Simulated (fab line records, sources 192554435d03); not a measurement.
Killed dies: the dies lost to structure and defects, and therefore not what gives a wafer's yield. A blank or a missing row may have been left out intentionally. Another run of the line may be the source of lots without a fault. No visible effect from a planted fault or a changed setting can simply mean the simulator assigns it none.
fab line records	flow n5-finfet
[record] lots = 5	wafers = 15	last-day = 16
route steps=1938 shown MOL_CONTACT_COAG@593 BEOL_M4@1111 PASSIVATION@1936
lots that met no fault: taken from a fault-free run of the same line
start-h: hours from the record's first day to the start of the lot's first wafer shown	wait-h: how many hours have passed since the lot's step before this one	" the same as in the row above	L1.1+2: a row that stands for several wafers	- no value present, or no start provided	* or withheld: withheld	< > ~ a bound
route shown NAME@n: a module of which the file shows steps, and the number in the route of the first	usual: average and standard deviation across the fault-free wafers	same: alike in all rows	chamber/n: place in a boat	sites: each site's reading	_std_site: how widely they spread, as a standard deviation	_edge_site: outer sites' mean less inner sites'	radius-mm: how far each site lies from the wafer's centre	mask NAME#n: copy n	behind: the tool/chamber that last shaped the wafer	hold: cause of the lot's hold/its duration in hours/its outcome	device: whichever transistor did not switch (one of n, p or np)	end of line: at the end of the route, the tests of the same wafers	a step without rows: its recipe alone	killed: not the wafer's yield, but the dies lost to structure and defects at the first sort	map: a wafer's dies, x killed, . not, _ none there
set.NAME: setting as actually run; set.NAME@STEP: the setting as run at that earlier step	model.NAME: the simulator's own value behind a step, which no gauge read
lots at selected steps of the route; one table per step, one row per wafer
services: when a tool's chamber went out of use (start-h, in hours from the record's first day, below 0 if earlier), for how many hours, and the reason
[[steps]]
[step N5_MOL_CONTACT_COAG_COAT_62]
[recipe] resist = SOC	temp-c = 250	time-s = 60	spin-rpm = 1500	resist-thk-nm = 60
[step N5_MOL_CONTACT_COAG_COAT_63]
[recipe] resist = SiARC	temp-c = 220	time-s = 60	spin-rpm = 1500	resist-thk-nm = 10
[step N5_MOL_CONTACT_COAG_COAT_64]
[recipe] resist = underlayer	temp-c = 205	time-s = 60	spin-rpm = 1500	resist-thk-nm = 10
[step N5_MOL_CONTACT_COAG_COAT_34]
[recipe] resist = CAR-EUV	spin-rpm = 1500	resist-thk-nm = 40
[step N5_MOL_CONTACT_COAG_EBR_36]
[recipe] solvent = PGMEA	ebr-width-mm = 1.5
[step N5_MOL_CONTACT_COAG_SOFTBAKE_35]
[recipe] temp-c = 110	time-s = 60	resist = CAR-EUV
[step N5_MOL_CONTACT_COAG_EXPOSE_37]
[recipe] mask-id = VD	na = 0.33	source-shape = annular	sigma-inner = 0.3	sigma-outer = 0.7	polarization = unpolarized	defocus-nm = 0	dose-mj = 62
[step N5_MOL_CONTACT_COAG_PEB_38]
[recipe] peb-temp-c = 100	peb-time-s = 60	resist = CAR-EUV
[step N5_MOL_CONTACT_COAG_DEVELOP_39]
[recipe] develop-time-s = 30	developer = TMAH	resist = CAR-EUV	rinse-liquid = surfactant-rinse	dry = air-spin	dev-temp-c = 23
[step N5_MOL_CONTACT_COAG_CD_MEAS_40]
[recipe] target-cd-nm = 25.1	landing-energy-ev = 500	detector = se-inlens	polarity = opening
[usual] cd-nm = 25.10/0.22
lot.wafer	tool	chamber	start-h	wait-h	cd-nm
L499.1	cd-sem-01	0	103.42	-	25.06
L499.2	"	0	"	"	24.60
L499.6	"	0	"	"	24.65
L500.1	cd-sem-03	0	105.65	-	25.04
L500.4	"	0	"	"	25.17
L500.6	"	0	"	"	24.98
L505.1	cd-sem-02	0	135.82	-	25.08
L505.3	"	0	"	"	25.54
L505.4	"	0	"	"	25.23
L509.1	cd-sem-01	0	161.95	-	25.13
L509.5	"	0	"	"	24.97
L509.6	"	0	"	"	25.09
L520.2	cd-sem-01	0	227.75	-	24.83
L520.5	"	0	"	"	25.20
L520.6	"	0	"	"	25.09
[step N5_MOL_CONTACT_COAG_OVL_MEAS_41]
[recipe] points-per-wafer = 522
[usual] VD_OVL = -0.4/0.63
lot.wafer	tool	chamber	start-h	wait-h	VD_OVL[nm]
L499.1	overlay-01	0	103.45	0.0	-1.2
L499.2	"	0	"	"	0.1
L499.6	"	0	"	"	0.8
L500.1	overlay-01	0	105.68	0.0	0.0
L500.4	"	0	"	"	-0.2
L500.6	"	0	"	"	-0.8
L505.1	overlay-02	0	135.85	0.0	0.5
L505.3	"	0	"	"	-0.4
L505.4	"	0	"	"	0.5
L509.1	overlay-02	0	161.98	0.0	0.0
L509.5	"	0	"	"	-0.8
L509.6	"	0	"	"	-0.7
L520.2	overlay-01	0	227.78	0.0	0.6
L520.5	"	0	"	"	0.2
L520.6	"	0	"	"	-0.1
[step N5_MOL_CONTACT_COAG_INSPECT_42]
[recipe] mode = adi	inspect-instrument = brightfield
[usual] raw-defect-count = 220/62
lot.wafer	tool	chamber	start-h	wait-h	raw-defect-count
L499.1	defect-inspect-01	-	103.51	0.1	189
L499.2	"	-	"	"	149
L499.6	"	-	"	"	231
L500.1	defect-inspect-02	-	105.74	0.1	209
L500.4	"	-	"	"	505
L500.6	"	-	"	"	219
L505.1	defect-inspect-02	-	135.91	0.1	300
L505.3	"	-	"	"	285
L505.4	"	-	"	"	199
L509.1	defect-inspect-01	-	162.04	0.1	238
L509.5	"	-	"	"	181
L509.6	"	-	"	"	113
L520.2	defect-inspect-01	-	227.83	0.0	125
L520.5	"	-	"	"	203
L520.6	"	-	"	"	279
[step N5_MOL_CONTACT_COAG_DESCUM_45]
[recipe] chemistry = O2	time-s = 7	source-power-w = 50	bias-power-w = 20	pressure-mtorr = 20	rf-frequency-hz = 2.712e+07	temp-c = 40	resist = CAR-EUV	o2-flow-sccm = 225
[usual] drypump-motor-current-A = 5.7/0.32	oes-product-au = 0.78/0.091	rf-vpp-V = 243.4/1.5	showerhead-plenum-p-Torr = 2.11/0.08	throttle-valve-pct = 20.46/0.18
lot.wafer	tool	chamber	start-h	wait-h	drypump-motor-current-A	oes-product-au	rf-hours-counter-h	rf-vpp-V	showerhead-plenum-p-Torr	throttle-valve-pct	model.CAR-EUV_of_MOL_CONTACT_COAG_COAT_34.thk-nm
L499.1	rie-diel-01	1	103.54	0.0	5.8	0.73	160	243.6	2.16	20.31	36.2
L499.2	"	3	"	"	5.1	0.87	46	243.1	2.14	20.24	36
L499.6	"	1	"	"	5.8	0.73	-	243.8	2.16	20.30	36
L500.1	rie-diel-05	0	105.89	0.2	6.3	0.70	208	243.3	2.15	20.49	36.2
L500.4	"	2	"	"	5.6	0.80	117	242.3	2.04	20.68	36
L500.6	"	3	"	"	5.8	0.88	-	245.0	2.24	20.31	35.8
L505.1	rie-diel-02	0	135.95	0.0	5.8	0.73	174	242.5	2.02	20.57	36.2
L505.3	"	2	"	"	5.4	0.83	63	242.8	2.06	20.54	36.2
L505.4	"	1	"	"	5.7	0.68	242	243.4	1.94	20.55	36.2
L509.1	rie-diel-05	3	162.20	0.2	5.8	0.85	69	246.1	2.23	20.34	36
L509.5	"	3	"	"	5.8	0.85	-	244.7	2.23	20.33	36
L509.6	"	1	"	"	5.8	0.71	-	246.1	2.19	20.58	36
L520.2	rie-diel-01	3	227.91	0.1	5.2	0.81	91	243.4	2.12	20.32	36
L520.5	"	1	"	"	5.7	0.70	-	244.1	2.14	20.38	36
L520.6	"	0	"	"	6.1	0.89	-	243.2	2.06	20.70	35.4
[step N5_MOL_CONTACT_COAG_ETCH_65]
[recipe] chemistry = N2/H2	target = underlayer	target-depth-a = 130	mask-material = CAR-EUV	time-s = 10.4	ion-energy-ev = 200	pressure-mtorr = 30	source-w = 840	bias-w = 150	n2-flow-sccm = 200	h2-flow-sccm = 200	ends = cleared
[usual] drypump-motor-current-A = 5.7/0.32	etch-rf-on-time-s = 10.29/0.3	oes-product-au = 0.67/0.073	rf-vpp-V = 524.3/2.9	showerhead-plenum-p-Torr = 2.55/0.1	throttle-valve-pct = 17.89/0.23
lot.wafer	tool	chamber	start-h	wait-h	drypump-motor-current-A	etch-rf-on-time-s	oes-product-au	rf-hours-counter-h	rf-vpp-V	showerhead-plenum-p-Torr	throttle-valve-pct
L499.1	rie-diel-01	1	103.58	0.0	5.8	10.51	0.63	160	527.9	2.61	17.71
L499.2	"	3	"	"	5.2	9.86	0.76	46	525.5	2.58	17.49
L499.6	"	1	"	"	5.8	10.53	0.63	-	524.7	2.61	17.72
L500.1	rie-diel-05	0	105.93	0.0	6.3	10.58	0.60	208	525.7	2.64	18.27
L500.4	"	2	"	"	5.6	10.53	0.67	117	521.7	2.45	17.92
L500.6	"	3	"	"	5.8	10.55	0.73	-	527.8	2.70	17.58
L505.1	rie-diel-02	0	135.98	0.0	5.8	10.08	0.63	174	521.5	2.43	17.88
L505.3	"	2	"	"	5.4	10.27	0.70	63	522.3	2.46	17.67
L505.4	"	1	"	"	5.7	10.06	0.58	242	520.4	2.41	18.42
L509.1	rie-diel-05	3	162.23	0.0	5.8	10.41	0.72	69	528.0	2.69	17.64
L509.5	"	3	"	"	5.8	10.45	0.71	-	528.0	2.69	17.63
L509.6	"	1	"	"	5.8	10.34	0.62	-	525.1	2.67	18.17
L520.2	rie-diel-01	3	227.94	0.0	5.2	9.93	0.72	91	525.8	2.56	17.57
L520.5	"	1	"	"	5.8	10.52	0.60	-	526.7	2.59	17.80
L520.6	"	0	"	"	6.1	10.51	0.75	-	524.1	2.50	18.08
[step N5_MOL_CONTACT_COAG_ETCH_66]
[recipe] chemistry = CF4	target = SiARC	target-depth-a = 130	mask-material = CAR-EUV	time-s = 21.7	ion-energy-ev = 80	pressure-mtorr = 40	source-w = 545	bias-w = 36	Ar_flow_sccm = 100	cf4-flow-sccm = 100	ends = cleared
[usual] drypump-motor-current-A = 5.7/0.32	etch-rf-on-time-s = 21.6/0.6	oes-product-au = 0.67/0.074	rf-vpp-V = 184.2/1.3	showerhead-plenum-p-Torr = 2.15/0.085	throttle-valve-pct = 15.62/0.18
lot.wafer	tool	chamber	start-h	wait-h	drypump-motor-current-A	etch-rf-on-time-s	oes-product-au	rf-hours-counter-h	rf-vpp-V	showerhead-plenum-p-Torr	throttle-valve-pct
L499.1	rie-diel-01	1	103.60	0.0	5.8	21.8	0.62	160	185.1	2.23	15.67
L499.2	"	3	"	"	5.2	20.4	0.77	46	184.7	2.17	15.29
L499.6	"	1	"	"	5.8	21.7	0.63	-	184.9	2.23	15.70
L500.1	rie-diel-05	0	105.95	0.0	6.3	22.1	0.60	208	185.4	2.21	15.74
L500.4	"	2	"	"	5.6	21.9	0.67	117	183.3	2.04	15.61
L500.6	"	3	"	"	5.8	22.0	0.73	-	186.4	2.27	15.34
L505.1	rie-diel-02	0	136.00	0.0	5.8	21.6	0.63	174	182.8	2.03	15.64
L505.3	"	2	"	"	5.4	21.8	0.70	63	182.7	2.10	15.52
L505.4	"	1	"	"	5.7	21.2	0.58	242	181.8	2.03	15.98
L509.1	rie-diel-05	3	162.25	0.0	5.8	21.9	0.72	69	186.5	2.26	15.36
L509.5	"	3	"	"	5.8	22.0	0.71	-	186.6	2.26	15.39
L509.6	"	1	"	"	5.8	21.7	0.62	-	185.4	2.21	15.57
L520.2	rie-diel-01	3	227.96	0.0	5.2	20.8	0.71	91	184.9	2.15	15.39
L520.5	"	1	"	"	5.8	22.3	0.59	-	184.2	2.22	15.77
L520.6	"	0	"	"	6.1	22.4	0.74	-	184.2	2.10	15.71
[step N5_MOL_CONTACT_COAG_ALD_133]
[recipe] material = SiO2	target-thk-a = 50	temp-c = 100	ald-precursor-family = BDEAS	ald-co-reactant = O2-plasma	pulse-time-s = 1	co-reactant-pulse-time-s = 1	purge-time-s = 2	co-reactant-purge-time-s = 2	ald-cycles = 35	pressure-torr = 2
[usual] heater-power-w = 77/5.8	precursor-pulse-height-rel = 1.002/0.019
lot.wafer	tool	chamber	start-h	wait-h	heater-power-w	precursor-pulse-height-rel
L499.1	ald-sin-03	1	103.68	0.1	74	1.039
L499.2	"	2	"	"	74	0.973
L499.6	"	2	"	"	73	1.023
L500.1	ald-sin-04	1	106.16	0.2	79	1.024
L500.4	"	3	"	"	87	1.028
L500.6	"	0	"	"	83	0.999
L505.1	ald-sin-04	0	136.08	0.1	84	0.988
L505.3	"	2	"	"	81	0.977
L505.4	"	3	"	"	88	1.002
L509.1	ald-sin-04	0	162.38	0.1	81	1.013
L509.5	"	2	"	"	82	1.015
L509.6	"	3	"	"	88	1.028
L520.2	ald-sin-01	3	228.15	0.2	74	0.987
L520.5	"	3	"	"	73	1.003
L520.6	"	0	"	"	70	1.028
[step N5_MOL_CONTACT_COAG_ETCHBACK_134]
[recipe] chemistry = CHF3	target = SiO2	target-depth-a = 100	time-s = 6.7	ion-energy-ev = 200	pressure-mtorr = 30	source-w = 610	bias-w = 170	Ar_flow_sccm = 200	CHF3_flow_sccm = 50
[usual] drypump-motor-current-A = 5.65/0.29	oes-product-au = 0.77/0.075	rf-vpp-V = 518/11	showerhead-plenum-p-Torr = 2.36/0.09	throttle-valve-pct = 18.81/0.2
lot.wafer	tool	chamber	start-h	wait-h	drypump-motor-current-A	oes-product-au	rf-hours-counter-h	rf-vpp-V	showerhead-plenum-p-Torr	throttle-valve-pct	model.CAR-EUV_of_MOL_CONTACT_COAG_COAT_34.thk-nm
L499.1	rie-diel-01	3	103.86	0.1	5.17	0.88	46	503	2.40	18.36	15.4
L499.2	"	2	"	"	6.06	0.72	212	511	2.27	18.83	15.4
L499.6	"	2	"	"	6.02	0.71	-	511	2.27	18.85	15.4
L500.1	rie-diel-05	0	106.37	0.1	6.30	0.71	208	542	2.46	18.87	15.6
L500.4	"	1	"	"	5.79	0.74	152	515	2.48	18.76	15.2
L500.6	"	1	"	"	5.78	0.74	-	517	2.48	18.76	15.2
L505.1	rie-diel-02	3	136.26	0.1	5.39	0.76	173	537	2.39	19.08	15.8
L505.3	"	1	"	"	5.67	0.67	242	502	2.25	19.09	15.8
L505.4	"	0	"	"	5.83	0.72	174	516	2.26	18.73	15.8
L509.1	rie-diel-02	0	162.71	0.2	5.82	0.72	184	517	2.26	18.75	15.4
L509.5	"	0	"	"	5.82	0.72	-	517	2.26	18.76	15.4
L509.6	"	2	"	"	5.37	0.81	-	521	2.34	18.77	15.4
L520.2	rie-diel-01	3	228.33	0.1	5.15	0.82	91	503	2.38	18.42	15.2
L520.5	"	3	"	"	5.16	0.82	-	502	2.38	18.43	15.4
L520.6	"	0	"	"	6.09	0.89	-	511	2.35	18.97	14.8
[step N5_MOL_CONTACT_COAG_ETCH_67]
[recipe] chemistry = N2/H2	target = SOC	target-depth-a = 600	overetch-a = 210	mask-material = SiARC	temp-c = 40	time-s = 101.2	ion-energy-ev = 200	pressure-mtorr = 30	source-w = 840	bias-w = 150	n2-flow-sccm = 200	h2-flow-sccm = 200
[usual] drypump-motor-current-A = 5.65/0.29	oes-product-au = 0.65/0.062	rf-vpp-V = 523.1/2.9	showerhead-plenum-p-Torr = 2.52/0.099	throttle-valve-pct = 17.88/0.23
lot.wafer	tool	chamber	start-h	wait-h	drypump-motor-current-A	oes-product-au	rf-hours-counter-h	rf-vpp-V	showerhead-plenum-p-Torr	throttle-valve-pct
L499.1	rie-diel-01	3	103.89	0.0	5.19	0.73	46	525.0	2.58	17.45
L499.2	"	2	"	"	6.02	0.59	212	520.0	2.42	17.92
L499.6	"	2	"	"	6.00	0.59	-	519.8	2.42	17.91
L500.1	rie-diel-05	0	106.40	0.0	6.32	0.60	208	526.7	2.64	18.23
L500.4	"	1	"	"	5.83	0.62	152	528.2	2.68	18.12
L500.6	"	1	"	"	5.82	0.62	-	527.7	2.68	18.14
L505.1	rie-diel-02	3	136.29	0.0	5.39	0.63	173	523.9	2.53	18.00
L505.3	"	1	"	"	5.69	0.56	242	518.6	2.41	18.37
L505.4	"	0	"	"	5.81	0.61	174	520.9	2.43	17.80
L509.1	rie-diel-02	0	162.74	0.0	5.84	0.61	184	520.7	2.43	17.85
L509.5	"	0	"	"	5.82	0.61	-	520.5	2.43	17.84
L509.6	"	2	"	"	5.38	0.68	-	522.5	2.45	17.65
L520.2	rie-diel-01	3	228.36	0.0	5.19	0.67	91	524.4	2.56	17.51
L520.5	"	3	"	"	5.15	0.68	-	524.2	2.56	17.50
L520.6	"	0	"	"	6.10	0.73	-	524.0	2.50	18.04
[step N5_BEOL_M4_RC_MEAS_101]
[usual] DIBL_N = 36.0/2.5	DIBL_P = 36.3/2.8	IOFF_N = 0.16/0.042	IOFF_P = 0.21/0.045	ION_N = 673/15	ION_P = 463/8.1	SS_N = 71.4/0.73	SS_P = 73.3/0.92	VT_N = 251/4.1	VT_P = -250/3.4
lot.wafer	tool	chamber	start-h	wait-h	DIBL_N[mV/V]	DIBL_P[mV/V]	IOFF_N[nA/um]	IOFF_P[nA/um]	ION_N[uA/um]	ION_P[uA/um]	SS_N[mV/dec]	SS_P[mV/dec]	VT_N[mV]	VT_P[mV]
L499.1	prober-01	0	162.44	0.0	38.6	36.9	0.19	0.26	691	470	72.0	74.0	247	-247
L499.2	"	0	"	"	35.3	32.4	0.13	0.20	648	450	71.3	73.0	254	-249
L499.6	"	0	"	"	37.9	37.0	0.20	0.28	690	466	71.3	74.4	242	-246
L500.1	prober-02	0	173.22	0.0	38.5	38.1	0.19	0.22	685	459	72.6	74.2	248	-249
L500.4	"	0	"	"	35.6	34.3	0.14	0.17	666	454	71.3	73.0	254	-255
L500.6	"	0	"	"	37.9	38.3	0.19	0.23	685	460	71.8	74.9	248	-253
L505.1	prober-01	0	201.05	0.0	37.3	39.4	0.17	0.23	658	452	71.7	74.5	250	-249
L505.3	"	0	"	"	38.7	41.0	0.21	0.25	690	470	71.7	74.0	247	-251
L505.4	"	0	"	"	35.4	37.1	0.15	0.20	669	460	71.1	73.4	250	-251
L509.1	prober-01	0	223.33	0.0	37.6	38.4	0.16	0.21	672	456	72.0	73.3	250	-253
L509.5	"	0	"	"	39.9	41.9	0.21	0.25	690	467	72.4	74.9	247	-251
L509.6	"	0	"	"	35.5	35.8	0.13	0.17	667	459	71.6	73.2	252	-255
L520.2	prober-01	0	293.00	0.2	34.9	35.8	0.14	0.18	679	466	71.7	73.3	249	-253
L520.5	"	0	"	"	35.5	35.7	0.17	0.19	676	462	71.8	72.7	250	-255
L520.6	"	0	"	"	36.7	37.9	0.19	0.22	695	466	71.9	73.9	252	-251
[step N5_PASSIVATION_PROBE_49]
[usual] defect-limited-yield = 91.0/1.4	killed_at_M0_to_M3 = 36/11	killed_at_M4_up = 13/5.4	killed-at-contacts = 12/6.4	killed-at-front-end = 41/13	killed-at-other = 2.9/2.3	killed-dies = 106/17	killed-open = 70/12	killed-short = 34/8.4	sort_bin_5_function = 5.2/1	sort_bin_6_memory = 3.4/0.63	sort-n-pass = 1074/18	sort-yield-pct = 91.0/1.6
[same] gross-dies = 1180	killed-at-back-side = 0	sort_bin_4_leakage[%] = 0	sort_bin_8_speed[%] = 0
lot.wafer	tool	chamber	start-h	wait-h	defect-limited-yield[%]	killed_at_M0_to_M3	killed_at_M4_up	killed-at-contacts	killed-at-front-end	killed-at-other	killed-dies	killed-open	killed-short	sort_bin_5_function[%]	sort_bin_6_memory[%]	sort-n-pass	sort-yield-pct[%]
L500.1	prober-02	-	275.15	0.0	92.3	27	11	15	34	4	91	69	22	4.7	3.0	1089	92.3
L500.4	prober-02	-	275.30	0.2	93.8	20	13	11	28	1	73	52	21	3.4	2.7	1107	93.8
L500.6	prober-02	-	275.40	0.3	91.9	38	10	17	30	1	96	69	26	5.1	2.8	1084	91.9
L505.1	prober-02	-	306.64	0.0	92.1	31	13	11	37	1	93	64	26	5.0	2.4	1087	92.1
L505.3	prober-02	-	306.74	0.1	92.5	44	4	4	35	2	89	58	28	4.0	3.2	1091	92.5
L505.4	prober-02	-	306.79	0.2	92.8	30	5	8	41	1	85	57	26	3.5	3.5	1095	92.8
L509.1	prober-01	-	323.68	0.0	89.2	48	20	15	43	2	128	90	38	6.0	4.2	1052	89.2
L509.5	prober-01	-	323.88	0.2	92.7	32	12	12	28	2	86	55	31	4.3	2.3	1094	92.7
L509.6	prober-01	-	323.93	0.3	91.4	21	27	9	39	5	101	66	33	5.8	2.2	1079	91.4
// killed by level:class
L500.1 STI_FIN_REVEAL:geometric-particle:open=13 MOL_CONTACT_COAG:geometric-particle:open=12 BEOL_M2:geometric-particle:open=7 FIN_SAQP:geometric-particle:open=5 BEOL_M0_SAQP:geometric-particle:short=5 BEOL_M1:geometric-particle:open=4 BEOL_M0_SAQP:geometric-particle:open=4 BEOL_M3:geometric-particle:open=4
L500.4 MOL_CONTACT_COAG:geometric-particle:open=9 STI_FIN_REVEAL:geometric-particle:open=8 BEOL_M2:geometric-particle:open=8 GATE_CUT:geometric-particle:short=5 BEOL_M0_SAQP:geometric-particle:open=5 FIN_SAQP:geometric-particle:short=4 BEOL_M4:geometric-particle:open=4 BEOL_M5:geometric-particle:open=4
L500.6 MOL_CONTACT_COAG:geometric-particle:open=15 BEOL_M0_SAQP:geometric-particle:open=8 BEOL_M0_SAQP:geometric-particle:short=8 BEOL_M3:geometric-particle:open=8 BEOL_M4:geometric-particle:open=6 BEOL_M1:geometric-particle:open=6 FIN_SAQP:geometric-particle:open=5 DUMMY_GATE:geometric-particle:open=5
L505.1 FIN_SAQP:geometric-particle:open=11 BEOL_M3:geometric-particle:open=9 GATE_CUT:geometric-particle:short=6 MOL_CONTACT_COAG:geometric-particle:open=6 BEOL_M2:geometric-particle:open=6 MOL_CONTACT_COAG:geometric-particle:short=5 DUMMY_GATE:geometric-particle:open=4 GATE_CUT:geometric-particle:open=4
L505.3 BEOL_M3:geometric-particle:open=13 FIN_SAQP:geometric-particle:open=12 BEOL_M2:geometric-particle:open=10 BEOL_M0_SAQP:geometric-particle:short=7 FIN_SAQP:geometric-particle:short=5 BEOL_M0_SAQP:geometric-particle:open=5 BEOL_M1:geometric-particle:open=4 STI_FIN_REVEAL:geometric-particle:open=2
L505.4 FIN_SAQP:geometric-particle:open=12 BEOL_M3:geometric-particle:open=11 STI_FIN_REVEAL:geometric-particle:open=8 GATE_CUT:geometric-particle:short=5 MOL_CONTACT_COAG:geometric-particle:short=5 BEOL_M0_SAQP:geometric-particle:short=5 BEOL_M1:geometric-particle:open=5 BEOL_M2:geometric-particle:open=5
L509.1 MOL_CONTACT_COAG:geometric-particle:open=13 BEOL_M4:geometric-particle:open=11 BEOL_M3:geometric-particle:open=11 FIN_SAQP:geometric-particle:open=9 BEOL_M1:geometric-particle:open=8 BEOL_M0_SAQP:geometric-particle:open=6 BEOL_M0:geometric-particle:open=6 STI_FIN_REVEAL:geometric-particle:open=5
L509.5 MOL_CONTACT_COAG:geometric-particle:open=11 FIN_SAQP:geometric-particle:short=9 BEOL_M3:geometric-particle:open=8 BEOL_M4:geometric-particle:open=7 BEOL_M0:geometric-particle:open=6 BEOL_M0_SAQP:geometric-particle:short=5 BEOL_M0:geometric-particle:short=5 STI_FIN_REVEAL:geometric-particle:open=4
L509.6 STI_FIN_REVEAL:geometric-particle:open=12 BEOL_M4:geometric-particle:open=12 MOL_CONTACT_COAG:geometric-particle:open=7 BEOL_M1:geometric-particle:open=5 STARTING-WAFER:geometric-particle:open=5 BEOL_M3:geometric-particle:open=5 BEOL_M4:geometric-particle:short=5 FIN_SAQP:geometric-particle:short=3
[[services]]
tool	chamber	start-h	hours	kind
ald-sin-03	-	85.25	14.0	pm
ald-sin-04	2	85.27	1.7	repair
ald-sin-01	0	94.74	3.5	repair
rie-diel-01	1	98.23	4.4	repair
rie-diel-01	0	102.65	-	clean
rie-diel-01	0	102.65	-	consumable-replace:focus-ring
rie-diel-01	0	102.65	13.6	scheduled-down
rie-diel-01	0	102.65	13.6	vent-cycle
ald-sin-03	-	121.84	0.7	repair
ald-sin-03	-	139.25	6.1	pm
rie-diel-05	0	160.29	3.8	repair
rie-diel-02	1	161.78	-	clean
rie-diel-02	1	161.78	-	consumable-replace:focus-ring
ald-sin-04	-	177.15	14.0	pm
rie-diel-01	0	196.80	1.5	repair
rie-diel-01	2	198.84	3.8	repair
rie-diel-01	2	218.70	-	clean
rie-diel-01	2	218.70	-	consumable-replace:focus-ring
rie-diel-01	2	218.70	-	consumable-replace:showerhead
rie-diel-01	2	218.70	16.3	scheduled-down
rie-diel-01	2	218.70	16.3	vent-cycle
rie-diel-05	-	219.15	28.1	pm
ald-sin-03	3	224.49	4.0	repair
rie-diel-01	1	224.90	1.9	repair
[[key]]
first-sign none at tools or gauges
[model-effect] step = N5_MOL_CONTACT_COAG_DESCUM_45	value = CAR-EUV_of_MOL_CONTACT_COAG_COAT_34.thk-nm	without = 36.2	struck = 35.4
[model-effect] step = N5_MOL_CONTACT_COAG_ETCHBACK_134	value = CAR-EUV_of_MOL_CONTACT_COAG_COAT_34.thk-nm	without = 15.4	struck = 14.8
met-at N5_MOL_CONTACT_COAG_DESCUM_45
struck-wafers L520.6
[fault] kind = process-parameter-drift	tool = rie-diel-01	chamber = 0	onset-h = 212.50	steps = N5_MOL_CONTACT_COAG_DESCUM_45	channel = time-s	offset = *	shape = step	end-h = 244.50	acts-in = *	stated = *
